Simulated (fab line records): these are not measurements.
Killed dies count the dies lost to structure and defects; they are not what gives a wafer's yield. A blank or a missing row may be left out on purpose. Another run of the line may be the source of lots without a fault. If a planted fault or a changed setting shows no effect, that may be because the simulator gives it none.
fab line records ; flow n5-finfet
[record] lots = 6; wafers = 18; last-day = 16
route steps=1938 shown BEOL_M10@1479 PASSIVATION@1936
lots that met no fault: taken from a fault-free run of the same line
start-h: start of the lot's first displayed wafer, in hours after the record's first day ; wait-h: time in hours since the lot's previous step ; " as in the row above ; L1.1+2: a row that stands for several wafers ; - no value, or no start was given ; * or withheld: withheld ; < > ~ a bound
route shown NAME@n: names a module that has steps shown in the file, with the first one's number in the route ; usual: the fault-free wafers' mean and standard deviation ; same: alike in all rows ; chamber/n: place in a boat ; sites: the reading at each site ; _std_site: standard deviation across them ; _edge_site: mean of outer sites minus mean of inner sites ; radius-mm: for every site, how far away it sits from the centre of the wafer ; mask NAME#n: copy n ; behind: the last tool/chamber to shape the wafer ; hold: what put the lot on hold/how long, in hours/how the hold closed ; device: transistor that didn't switch, given as n, p or np ; end of line: tests run on the same wafers once the route is complete ; a step without rows: its recipe alone ; killed: at the first sort, the dies lost to defects and structure; wafer yield is something else ; map: a wafer's dies, marking killed ones x, the rest . and places with no die _
set.NAME: the setting that was run; set.NAME@STEP: the one run at that earlier step ; model.NAME: the simulator's own value behind a step, which no gauge read
lots at selected steps of the route; one table per step, one row per wafer
services: when a tool's chamber went out of use (start-h, in hours from the record's first day, below 0 if earlier), for how many hours, and the reason
[[steps]]
[step N5_BEOL_M10_SOFTBAKE_06]
[recipe] temp-c = 110; time-s = 60; resist = CAR-ArF
[step N5_BEOL_M10_EXPOSE_08]
[recipe] mask-id = M10; na = 1.35; source-shape = dipole; sigma-inner = 0.411; sigma-outer = 0.611; polarization = te; dose-mj = 53.75
[step N5_BEOL_M10_PEB_09]
[recipe] peb-temp-c = withheld; peb-time-s = 60; resist = CAR-ArF
[step N5_BEOL_M10_DEVELOP_10]
[recipe] develop-time-s = 30; developer = TMAH; resist = CAR-ArF; rinse-liquid = diw; dry = air-spin; dev-temp-c = 23
[step N5_BEOL_M10_CD_MEAS_11]
[recipe] target-cd-nm = 64.1; landing-energy-ev = 500; detector = se-inlens; polarity = opening
[usual] cd-nm = 64.2/0.53
lot.wafer;tool;chamber;start-h;wait-h;cd-nm
L142.2;cd-sem-01;0;216.99;-;63.6
L142.4;cd-sem-01;0;216.99;-;64.3
L142.6;cd-sem-01;0;216.99;-;63.9
L141.1;cd-sem-01;0;217.58;-;64.1
L141.4;cd-sem-01;0;217.58;-;64.3
L141.5;cd-sem-01;0;217.58;-;64.5
L148.1;cd-sem-02;0;267.84;-;63.5
L148.2;cd-sem-02;0;267.84;-;63.7
L148.5;cd-sem-02;0;267.84;-;63.9
L150.2;cd-sem-02;0;275.76;-;64.3
L150.4;cd-sem-02;0;275.76;-;64.1
L150.6;cd-sem-02;0;275.76;-;64.7
L154.1;cd-sem-03;0;302.37;-;64.8
L154.2;cd-sem-03;0;302.37;-;64.8
L154.6;cd-sem-03;0;302.37;-;64.0
L159.4;cd-sem-03;0;336.93;-;64.5
L159.5;cd-sem-03;0;336.93;-;64.5
L159.6;cd-sem-03;0;336.93;-;64.1
[step N5_BEOL_M10_OVL_MEAS_12]
[recipe] points-per-wafer = 44
[usual] M10_OVL = -0.4/0.85
lot.wafer;tool;chamber;start-h;wait-h;M10_OVL[nm]
L142.2;overlay-02;0;217.02;0.0;-1.4
L142.4;overlay-02;0;217.02;0.0;-1.0
L142.6;overlay-02;0;217.02;0.0;-0.3
L141.1;overlay-01;0;217.61;0.0;-0.8
L141.4;overlay-01;0;217.61;0.0;-0.6
L141.5;overlay-01;0;217.61;0.0;-0.8
L148.1;overlay-01;0;267.87;0.0;0.0
L148.2;overlay-01;0;267.87;0.0;-1.3
L148.5;overlay-01;0;267.87;0.0;-0.7
L150.2;overlay-01;0;275.79;0.0;-0.7
L150.4;overlay-01;0;275.79;0.0;0.6
L150.6;overlay-01;0;275.79;0.0;0.2
L154.1;overlay-01;0;302.40;0.0;-1.7
L154.2;overlay-01;0;302.40;0.0;-0.7
L154.6;overlay-01;0;302.40;0.0;-1.0
L159.4;overlay-02;0;336.96;0.0;0.6
L159.5;overlay-02;0;336.96;0.0;-0.2
L159.6;overlay-02;0;336.96;0.0;-0.6
[step N5_BEOL_M10_INSPECT_13]
[recipe] mode = adi; inspect-instrument = brightfield
[usual] raw-defect-count = 408/100
lot.wafer;tool;chamber;start-h;wait-h;raw-defect-count
L142.2;defect-inspect-02;-;217.04;0.0;379
L142.4;defect-inspect-02;-;217.04;0.0;334
L142.6;defect-inspect-02;-;217.04;0.0;556
L141.1;defect-inspect-02;-;217.63;0.0;432
L141.4;defect-inspect-02;-;217.63;0.0;291
L141.5;defect-inspect-02;-;217.63;0.0;470
L148.1;defect-inspect-01;-;267.89;0.0;387
L148.2;defect-inspect-01;-;267.89;0.0;531
L148.5;defect-inspect-01;-;267.89;0.0;442
L150.2;defect-inspect-02;-;275.81;0.0;397
L150.4;defect-inspect-02;-;275.81;0.0;232
L150.6;defect-inspect-02;-;275.81;0.0;442
L154.1;defect-inspect-02;-;302.43;0.0;422
L154.2;defect-inspect-02;-;302.43;0.0;377
L154.6;defect-inspect-02;-;302.43;0.0;495
L159.4;defect-inspect-01;-;336.98;0.0;781
L159.5;defect-inspect-01;-;336.98;0.0;506
L159.6;defect-inspect-01;-;336.98;0.0;328
[step N5_BEOL_M10_DESCUM_16]
[recipe] chemistry = O2; time-s = 7.9; source-power-w = 50; bias-power-w = 20; pressure-mtorr = 20; rf-frequency-hz = 2.712e+07; temp-c = 40; resist = CAR-ArF; o2-flow-sccm = 225
[usual] drypump-motor-current-A = 5.7/0.43; oes-product-au = 0.83/0.074; rf-vpp-V = 243.2/1.3; showerhead-plenum-p-Torr = 2.09/0.068; throttle-valve-pct = 20.25/0.2
lot.wafer;tool;chamber;start-h;wait-h;drypump-motor-current-A;oes-product-au;rf-hours-counter-h;rf-vpp-V;showerhead-plenum-p-Torr;throttle-valve-pct
L142.2;rie-diel-02;1;217.13;0.1;5.2;0.84;69;243.2;2.12;20.26
L142.4;rie-diel-02;2;217.13;0.1;6.2;0.80;92;246.4;2.20;20.25
L142.6;rie-diel-02;3;217.13;0.1;5.7;0.89;-;243.6;2.13;20.04
L141.1;rie-diel-02;3;217.68;0.1;5.7;0.89;29;244.9;2.13;20.06
L141.4;rie-diel-02;1;217.68;0.1;5.2;0.83;69;243.9;2.12;20.28
L141.5;rie-diel-02;0;217.68;0.1;5.8;0.70;-;239.7;1.99;20.37
L148.1;rie-diel-05;2;268.21;0.3;6.5;0.96;13;243.1;2.14;20.38
L148.2;rie-diel-05;3;268.21;0.3;5.2;0.84;66;244.8;2.20;20.29
L148.5;rie-diel-05;1;268.21;0.3;5.6;0.81;-;241.3;2.03;20.48
L150.2;rie-diel-02;2;275.84;0.0;6.2;0.78;110;243.2;2.20;20.30
L150.4;rie-diel-02;0;275.84;0.0;5.8;0.68;223;240.9;1.98;20.40
L150.6;rie-diel-02;0;275.84;0.0;5.8;0.70;-;241.2;1.98;20.42
L154.1;rie-diel-04;0;302.46;0.0;5.2;0.86;40;243.2;2.03;19.83
L154.2;rie-diel-04;2;302.46;0.0;5.8;0.94;25;241.2;2.03;20.18
L154.6;rie-diel-04;1;302.46;0.0;5.4;0.83;-;243.4;2.12;20.31
L159.4;rie-diel-04;1;337.12;0.1;5.3;0.81;-;243.6;2.11;20.35
L159.5;rie-diel-04;0;337.12;0.1;5.2;0.83;-;243.4;2.02;19.85
L159.6;rie-diel-04;2;337.12;0.1;5.8;0.90;-;242.4;2.02;20.20
[step N5_BEOL_M10_ETCH_61]
[recipe] chemistry = CF4; target = SiARC; target-depth-a = 390; mask-material = CAR-ArF; time-s = 65; ion-energy-ev = 80; pressure-mtorr = 40; source-w = 545; bias-w = 36; Ar_flow_sccm = 100; cf4-flow-sccm = 100; ends = cleared
[usual] bias-w = 36.01/0.11; drypump-motor-current-A = 5.7/0.42; etch-rf-on-time-s = 64.7/1.1; oes-product-au = 0.71/0.062; rf-vpp-V = 184.1/1.1; showerhead-plenum-p-Torr = 2.14/0.061; throttle-valve-pct = 15.45/0.17
lot.wafer;tool;chamber;start-h;wait-h;bias-w;drypump-motor-current-A;etch-rf-on-time-s;oes-product-au;rf-hours-counter-h;rf-vpp-V;showerhead-plenum-p-Torr;throttle-valve-pct
L142.2;rie-diel-02;1;217.17;0.0;36.03;5.2;65.0;0.71;69;184.8;2.16;15.47
L142.4;rie-diel-02;2;217.17;0.0;36.16;6.2;64.5;0.69;92;185.7;2.23;15.37
L142.6;rie-diel-02;3;217.17;0.0;36.20;5.7;65.6;0.75;-;185.6;2.18;15.21
L141.1;rie-diel-02;3;217.72;0.0;36.00;5.7;65.1;0.75;29;184.6;2.18;15.20
L141.4;rie-diel-02;1;217.72;0.0;36.04;5.2;65.4;0.71;69;185.7;2.16;15.49
L141.5;rie-diel-02;0;217.72;0.0;36.00;5.8;66.0;0.61;-;184.5;2.04;15.62
L148.1;rie-diel-05;2;268.25;0.0;35.96;6.5;64.1;0.81;13;184.9;2.20;15.57
L148.2;rie-diel-05;3;268.25;0.0;36.07;5.2;64.6;0.72;66;185.1;2.27;15.58
L148.5;rie-diel-05;1;268.25;0.0;36.01;5.6;63.5;0.70;-;184.1;2.08;15.63
L150.2;rie-diel-02;2;275.88;0.0;36.09;6.2;64.9;0.67;110;184.1;2.23;15.38
L150.4;rie-diel-02;0;275.88;0.0;35.89;5.8;66.4;0.60;223;183.7;2.03;15.68
L150.6;rie-diel-02;0;275.88;0.0;35.78;5.8;66.2;0.60;-;182.0;2.03;15.67
L154.1;rie-diel-04;0;302.49;0.0;36.03;5.2;65.4;0.71;40;184.1;2.10;15.15
L154.2;rie-diel-04;2;302.49;0.0;35.85;5.8;63.3;0.81;25;185.1;2.10;15.41
L154.6;rie-diel-04;1;302.49;0.0;35.85;5.3;64.7;0.70;-;184.5;2.15;15.46
L159.4;rie-diel-04;1;337.16;0.0;35.96;5.4;64.1;0.69;-;183.4;2.15;15.47
L159.5;rie-diel-04;0;337.16;0.0;35.95;5.2;66.0;0.70;-;182.6;2.10;15.19
L159.6;rie-diel-04;2;337.16;0.0;36.04;5.8;63.5;0.78;-;182.8;2.09;15.44
[step N5_BEOL_M10_ETCH_62]
[recipe] chemistry = N2/H2; target = SOC; target-depth-a = 1100; overetch-a = 220; mask-material = SiARC; temp-c = 40; time-s = 165; ion-energy-ev = 200; pressure-mtorr = 30; source-w = 840; bias-w = 150; n2-flow-sccm = 200; h2-flow-sccm = 200
[usual] bias-w = 150.0/0.41; drypump-motor-current-A = 5.7/0.43; oes-product-au = 0.70/0.057; rf-vpp-V = 524.0/2.3; showerhead-plenum-p-Torr = 2.55/0.081; throttle-valve-pct = 17.65/0.22
lot.wafer;tool;chamber;start-h;wait-h;bias-w;drypump-motor-current-A;oes-product-au;rf-hours-counter-h;rf-vpp-V;showerhead-plenum-p-Torr;throttle-valve-pct
L142.2;rie-diel-02;1;217.22;0.0;150.0;5.3;0.72;69;526.7;2.59;17.74
L142.4;rie-diel-02;2;217.22;0.0;150.3;6.2;0.68;92;528.7;2.66;17.52
L142.6;rie-diel-02;3;217.22;0.0;150.2;5.7;0.74;-;526.5;2.59;17.48
L141.1;rie-diel-02;3;217.77;0.0;150.2;5.7;0.74;29;525.5;2.59;17.46
L141.4;rie-diel-02;1;217.77;0.0;150.0;5.2;0.71;70;523.8;2.59;17.74
L141.5;rie-diel-02;0;217.77;0.0;150.0;5.8;0.61;-;520.1;2.41;17.80
L148.1;rie-diel-05;2;268.30;0.0;149.2;6.6;0.79;13;524.5;2.63;17.89
L148.2;rie-diel-05;3;268.30;0.0;149.6;5.2;0.72;66;528.0;2.70;17.78
L148.5;rie-diel-05;1;268.30;0.0;150.2;5.6;0.69;-;520.6;2.47;17.89
L150.2;rie-diel-02;2;275.93;0.0;150.1;6.2;0.66;110;526.7;2.65;17.57
L150.4;rie-diel-02;0;275.93;0.0;149.8;5.8;0.60;223;520.6;2.40;17.83
L150.6;rie-diel-02;0;275.93;0.0;149.3;5.8;0.60;-;520.6;2.40;17.83
L154.1;rie-diel-04;0;302.54;0.0;150.3;5.2;0.72;40;522.3;2.47;17.16
L154.2;rie-diel-04;2;302.54;0.0;150.1;5.8;0.79;25;521.9;2.48;17.55
L154.6;rie-diel-04;1;302.54;0.0;150.1;5.4;0.69;-;525.6;2.58;17.69
L159.4;rie-diel-04;1;337.26;0.1;150.2;5.4;0.67;-;524.4;2.57;17.72
L159.5;rie-diel-04;0;337.26;0.1;149.8;5.2;0.71;-;521.6;2.46;17.20
L159.6;rie-diel-04;2;337.26;0.1;149.8;5.8;0.77;-;521.3;2.47;17.59
[step N5_BEOL_M10_STRIP_68]
[recipe] chemistry = N2/H2; temp-c = 40; n2-flow-sccm = 200; h2-flow-sccm = 200; rf-frequency-hz = 6e+07
[step N5_BEOL_M10_STRIP_67]
[recipe] chemistry = CF4; resist = SiARC; power-w = 300; bias-power-w = 75; pressure-mtorr = 50; cf4-flow-sccm = 150; rf-frequency-hz = 6e+07
[usual] drypump-motor-current-A = 5.7/0.43; oes-product-au = 0.83/0.067; rf-vpp-V = 271.1/1.5; showerhead-plenum-p-Torr = 1.80/0.051; throttle-valve-pct = 13.43/0.17
lot.wafer;tool;chamber;start-h;wait-h;drypump-motor-current-A;oes-product-au;rf-hours-counter-h;rf-vpp-V;showerhead-plenum-p-Torr;throttle-valve-pct
L142.2;rie-diel-02;1;217.36;0.0;5.2;0.84;69;271.5;1.82;13.46
L142.4;rie-diel-02;2;217.36;0.0;6.2;0.80;92;273.7;1.88;13.36
L142.6;rie-diel-02;3;217.36;0.0;5.6;0.88;-;271.2;1.83;13.16
L141.1;rie-diel-02;3;217.92;0.0;5.7;0.87;29;273.0;1.83;13.18
L141.4;rie-diel-02;1;217.92;0.0;5.3;0.85;70;271.0;1.82;13.46
L141.5;rie-diel-02;0;217.92;0.0;5.8;0.72;-;269.8;1.71;13.63
L148.1;rie-diel-05;2;268.44;0.0;6.6;0.93;13;272.4;1.84;13.52
L148.2;rie-diel-05;3;268.44;0.0;5.2;0.84;66;273.3;1.91;13.55
L148.5;rie-diel-05;1;268.44;0.0;5.6;0.81;-;270.2;1.75;13.60
L150.2;rie-diel-02;2;276.08;0.0;6.2;0.78;110;272.8;1.87;13.41
L150.4;rie-diel-02;0;276.08;0.0;5.8;0.72;224;270.2;1.70;13.67
L150.6;rie-diel-02;0;276.08;0.0;5.8;0.71;-;269.6;1.70;13.66
L154.1;rie-diel-04;0;302.69;0.0;5.2;0.84;40;270.8;1.77;13.16
L154.2;rie-diel-04;2;302.69;0.0;5.8;0.94;25;270.7;1.76;13.36
L154.6;rie-diel-04;1;302.69;0.0;5.4;0.81;-;271.0;1.80;13.40
L159.4;rie-diel-04;1;337.34;0.0;5.4;0.80;-;272.2;1.80;13.46
L159.5;rie-diel-04;0;337.34;0.0;5.2;0.83;-;268.6;1.77;13.19
L159.6;rie-diel-04;2;337.34;0.0;5.8;0.90;-;268.6;1.76;13.39
[step N5_BEOL_M10_HM_OPEN_17]
[recipe] chemistry = Cl2/BCl3; target-depth-a = 200; overetch-a = 60; target = TiN; mask-material = SOC; ion-energy-ev = 150; pressure-mtorr = 10; icp-w = 1000; bias-w = 126; Cl2_flow_sccm = 53.25; bcl3-flow-sccm = 21.75; Ar_flow_sccm = 25
[usual] bias-w = 126.0/0.38; drypump-motor-current-A = 5.9/0.31; oes-product-au = 0.69/0.1; throttle-valve-pct = 22.17/0.18
lot.wafer;tool;chamber;start-h;wait-h;bias-w;drypump-motor-current-A;oes-product-au;rf-hours-counter-h;throttle-valve-pct;model.SOC_of_BEOL_M10_COAT_59.thk-nm
L142.2;rie-metal-01;0;217.40;0.0;126.3;6.3;0.65;39;22.02;91.8
L142.4;rie-metal-01;1;217.40;0.0;125.9;6.2;0.79;-;22.07;92
L142.6;rie-metal-01;0;217.40;0.0;126.1;6.3;0.65;-;22.03;92.2
L141.1;rie-metal-02;1;217.96;0.0;125.9;5.5;0.54;108;22.26;92.4
L141.4;rie-metal-02;1;217.96;0.0;125.8;5.4;0.53;-;22.26;92.4
L141.5;rie-metal-02;1;217.96;0.0;125.8;5.5;0.54;-;22.24;92.6
L148.1;rie-metal-01;1;268.49;0.0;125.8;6.2;0.78;9;22.05;92
L148.2;rie-metal-01;0;268.49;0.0;126.2;6.3;0.65;43;22.00;87.8
L148.5;rie-metal-01;0;268.49;0.0;126.6;6.3;0.65;-;22.01;92
L150.2;rie-metal-01;0;276.15;0.1;125.7;6.3;0.65;-;22.00;87.6
L150.4;rie-metal-01;0;276.15;0.1;126.4;6.2;0.64;-;22.01;87.6
L150.6;rie-metal-01;0;276.15;0.1;126.4;6.3;0.64;-;22.02;87.2
L154.1;rie-metal-02;1;302.73;0.0;126.2;5.5;0.52;116;22.29;92.2
L154.2;rie-metal-02;0;302.73;0.0;126.4;5.8;0.77;5;22.48;92.2
L154.6;rie-metal-02;0;302.73;0.0;125.6;5.8;0.79;-;22.47;92.2
L159.4;rie-metal-02;1;337.40;0.1;126.5;5.5;0.82;-;22.13;92
L159.5;rie-metal-02;1;337.40;0.1;125.8;5.4;0.81;-;22.13;92.4
L159.6;rie-metal-02;0;337.40;0.1;125.3;5.8;0.76;-;22.48;92.2
[step N5_BEOL_M10_STRIP_19]
[recipe] chemistry = O2; power-w = 400; temp-c = 40; pressure-mtorr = 30; rf-frequency-hz = 6e+07; bias-power-w = 0; overash-fraction = 0.2; o2-flow-sccm = 225
[usual] drypump-motor-current-A = 5.7/0.42; oes-product-au = 0.83/0.075; rf-vpp-V = 3.6/0.61; showerhead-plenum-p-Torr = 2.10/0.07; throttle-valve-pct = 16.50/0.18
[same] overash-fraction = 0.2
lot.wafer;tool;chamber;start-h;wait-h;drypump-motor-current-A;oes-product-au;rf-hours-counter-h;rf-vpp-V;showerhead-plenum-p-Torr;throttle-valve-pct
L142.2;rie-diel-04;0;217.64;0.2;5.2;0.93;7;4.2;2.04;16.01
L142.4;rie-diel-04;3;217.64;0.2;6.5;0.71;-;4.6;2.17;16.82
L142.6;rie-diel-04;1;217.64;0.2;5.3;0.88;-;3.9;2.13;16.48
L141.1;rie-diel-05;0;218.22;0.2;5.8;0.88;41;2.7;2.04;16.48
L141.4;rie-diel-05;1;218.22;0.2;5.7;0.84;-;3.3;2.04;16.65
L141.5;rie-diel-05;0;218.22;0.2;5.8;0.86;-;4.1;2.04;16.49
L148.1;rie-diel-05;0;268.60;0.1;5.7;0.86;60;3.9;2.03;16.51
L148.2;rie-diel-05;1;268.60;0.1;5.6;0.81;78;3.0;2.03;16.70
L148.5;rie-diel-05;3;268.60;0.1;5.2;0.85;-;4.5;2.21;16.54
L150.2;rie-diel-05;2;276.37;0.2;6.5;0.96;15;3.3;2.14;16.60
L150.4;rie-diel-05;3;276.37;0.2;5.2;0.84;68;3.6;2.21;16.53
L150.6;rie-diel-05;3;276.37;0.2;5.2;0.84;-;4.4;2.21;16.52
L154.1;rie-diel-04;1;302.84;0.1;5.3;0.82;84;3.5;2.12;16.55
L154.2;rie-diel-04;2;302.84;0.1;5.7;0.94;25;2.4;2.03;16.40
L154.6;rie-diel-04;0;302.84;0.1;5.2;0.86;-;4.0;2.03;16.09
L159.4;rie-diel-02;2;337.49;0.1;6.2;0.76;130;4.1;2.20;16.58
L159.5;rie-diel-02;0;337.49;0.1;5.8;0.68;-;3.7;1.98;16.74
L159.6;rie-diel-02;1;337.49;0.1;5.3;0.80;-;3.7;2.11;16.60
[step N5_PASSIVATION_PROBE_49]
[usual] defect-limited-yield = 91.3/1.7; killed_at_M0_to_M3 = 33/11; killed_at_M4_up = 14/5.5; killed-at-contacts = 13/6.5; killed-at-front-end = 39/13; killed-at-other = 3.4/2.9; killed-dies = 103/20; killed-open = 69/15; killed-short = 32/8.1; sort_bin_5_function = 5.1/1.1; sort_bin_6_memory = 3.3/0.74; sort_bin_8_speed = 0.00/0.014; sort-n-pass = 1077/20; sort-yield-pct = 91.3/1.7
[same] gross-dies = 1180; killed-at-back-side = 0; sort_bin_4_leakage[%] = 0
lot.wafer;tool;chamber;start-h;wait-h;defect-limited-yield[%];killed_at_M0_to_M3;killed_at_M4_up;killed-at-contacts;killed-at-front-end;killed-at-other;killed-dies;killed-open;killed-short;sort_bin_5_function[%];sort_bin_6_memory[%];sort_bin_8_speed[%];sort-n-pass;sort-yield-pct[%]
L142.2;prober-02;-;287.13;0.1;88.4;41;19;36;41;0;137;86;51;7.2;3.8;0;1043;88.4
L142.4;prober-02;-;287.23;0.2;91.6;37;10;23;26;3;99;64;34;5.5;2.7;0;1081;91.6
L142.6;prober-02;-;287.33;0.3;89.5;36;19;16;47;6;124;89;35;5.7;4.7;0;1056;89.5
L148.1;prober-01;-;330.91;0.0;91.0;37;13;14;38;4;106;73;32;4.9;4.0;0;1074;91.0
L148.2;prober-01;-;330.96;0.1;93.3;36;8;8;25;2;79;49;26;4.2;1.9;0;1101;93.3
L148.5;prober-01;-;331.11;0.2;88.6;59;17;10;46;2;134;83;49;5.9;5.2;0;1046;88.6
L154.1;prober-01;-;355.37;0.0;91.9;32;11;12;38;2;95;58;37;4.8;2.8;0;1085;91.9
L154.2;prober-01;-;355.42;0.1;92.1;33;3;15;40;2;93;64;28;4.5;3.1;0;1087;92.1
L154.6;prober-01;-;355.62;0.3;92.9;23;12;16;32;1;84;54;29;3.6;3.2;0;1096;92.9
// killed by level:class
L142.2 MOL_CONTACT_COAG:geometric-particle:open=30 BEOL_M0_SAQP:geometric-particle:short=17 BEOL_M4:geometric-particle:open=10 BEOL_M0_SAQP:geometric-particle:open=10 FIN_SAQP:geometric-particle:open=6 FIN_SAQP:geometric-particle:short=6 MOL_CONTACT_COAG:geometric-particle:short=6 STARTING-WAFER:geometric-particle:open=6
L142.4 MOL_CONTACT_COAG:geometric-particle:open=18 BEOL_M1:geometric-particle:open=8 BEOL_M3:geometric-particle:open=7 DUMMY_GATE:geometric-particle:open=6 GATE_CUT:geometric-particle:short=6 BEOL_M4:geometric-particle:open=6 BEOL_M0_SAQP:geometric-particle:short=6 MOL_CONTACT_COAG:geometric-particle:short=5
L142.6 STI_FIN_REVEAL:geometric-particle:open=15 BEOL_M4:geometric-particle:open=15 MOL_CONTACT_COAG:geometric-particle:open=13 FIN_SAQP:geometric-particle:short=10 BEOL_M0_SAQP:geometric-particle:open=8 FIN_SAQP:geometric-particle:open=7 BEOL_M0_SAQP:geometric-particle:short=7 BEOL_M2:geometric-particle:open=6
L148.1 MOL_CONTACT_COAG:geometric-particle:open=13 FIN_SAQP:geometric-particle:open=10 BEOL_M0_SAQP:geometric-particle:open=9 BEOL_M0_SAQP:geometric-particle:short=7 FIN_SAQP:geometric-particle:short=6 BEOL_M5:geometric-particle:open=5 DUMMY_GATE:geometric-particle:open=4 BEOL_M2:geometric-particle:open=4
L148.2 BEOL_M0:geometric-particle:open=11 BEOL_M0_SAQP:geometric-particle:short=8 BEOL_M0_SAQP:geometric-particle:open=6 FIN_SAQP:geometric-particle:open=5 MOL_CONTACT_COAG:geometric-particle:open=5 BEOL_M1:geometric-particle:open=5 DUMMY_GATE:geometric-particle:open=3 MOL_CONTACT_COAG:geometric-particle:short=3
L148.5 BEOL_M0_SAQP:geometric-particle:short=17 BEOL_M0_SAQP:geometric-particle:open=14 FIN_SAQP:geometric-particle:open=13 MOL_CONTACT_COAG:geometric-particle:open=9 BEOL_M1:geometric-particle:open=8 BEOL_M2:geometric-particle:open=8 FIN_SAQP:geometric-particle:short=7 BEOL_M3:geometric-particle:open=6
L154.1 BEOL_M2:geometric-particle:open=10 MOL_CONTACT_COAG:geometric-particle:open=9 GATE_CUT:geometric-particle:short=7 BEOL_M0_SAQP:geometric-particle:open=7 BEOL_M1:geometric-particle:open=6 FIN_SAQP:geometric-particle:open=5 BEOL_M0_SAQP:geometric-particle:short=5 FIN_SAQP:geometric-particle:short=4
L154.2 MOL_CONTACT_COAG:geometric-particle:open=12 BEOL_M0_SAQP:geometric-particle:short=11 BEOL_M2:geometric-particle:open=11 BEOL_M0_SAQP:geometric-particle:open=9 DUMMY_GATE:geometric-particle:open=6 GATE_CUT:geometric-particle:open=5 FIN_SAQP:geometric-particle:open=4 STI_FIN_REVEAL:geometric-particle:open=4
L154.6 MOL_CONTACT_COAG:geometric-particle:open=10 BEOL_M2:geometric-particle:open=10 STI_FIN_REVEAL:geometric-particle:open=8 MOL_CONTACT_COAG:geometric-particle:short=6 FIN_SAQP:geometric-particle:short=5 FIN_SAQP:geometric-particle:open=4 BEOL_M1:geometric-particle:open=4 STI_FIN_REVEAL:geometric-particle:short=3
[[services]]
tool;chamber;start-h;hours;kind
rie-diel-05;2;206.62;-;clean
rie-diel-05;2;206.62;-;consumable-replace:focus-ring
rie-diel-05;2;206.62;23.4;scheduled-down
rie-diel-05;2;206.62;23.4;vent-cycle
rie-metal-02;0;211.43;-;clean
rie-metal-02;0;211.43;27.5;scheduled-down
rie-metal-02;0;211.43;27.5;vent-cycle
rie-diel-04;0;212.51;4.9;repair
rie-diel-04;2;214.43;1.4;repair
rie-diel-04;2;217.64;-;clean
rie-diel-04;2;217.64;-;consumable-replace:focus-ring
rie-diel-04;2;217.64;18.5;scheduled-down
rie-diel-04;2;217.64;18.5;vent-cycle
rie-metal-01;1;276.01;6.2;repair
rie-diel-04;3;302.35;11.0;repair
rie-metal-02;1;303.59;-;clean
rie-metal-02;1;303.59;18.1;scheduled-down
rie-metal-02;1;303.59;18.1;vent-cycle
rie-diel-05;-;312.36;2.8;pm
rie-metal-02;0;320.82;3.8;repair
rie-diel-04;3;329.41;-;clean
rie-diel-04;3;329.41;-;consumable-replace:focus-ring
rie-diel-04;3;329.41;35.7;scheduled-down
rie-diel-04;3;329.41;35.7;vent-cycle
[[key]]
first-sign none at tools or gauges
[model-effect] step = N5_BEOL_M10_HM_OPEN_17; value = SOC_of_BEOL_M10_COAT_59.thk-nm; without = 92; struck = 87.55
met-at N5_BEOL_M10_HM_OPEN_17
struck-wafers L148.2,L150.2,L150.4,L150.6
onset-between 217.40 268.49
[fault] kind = process-parameter-drift; tool = rie-metal-01; chamber = -; onset-h = 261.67; steps = N5_BEOL_M10_HM_OPEN_17; channel = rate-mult; offset = 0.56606; shape = step; end-h = 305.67; scope = struck-wafers-only
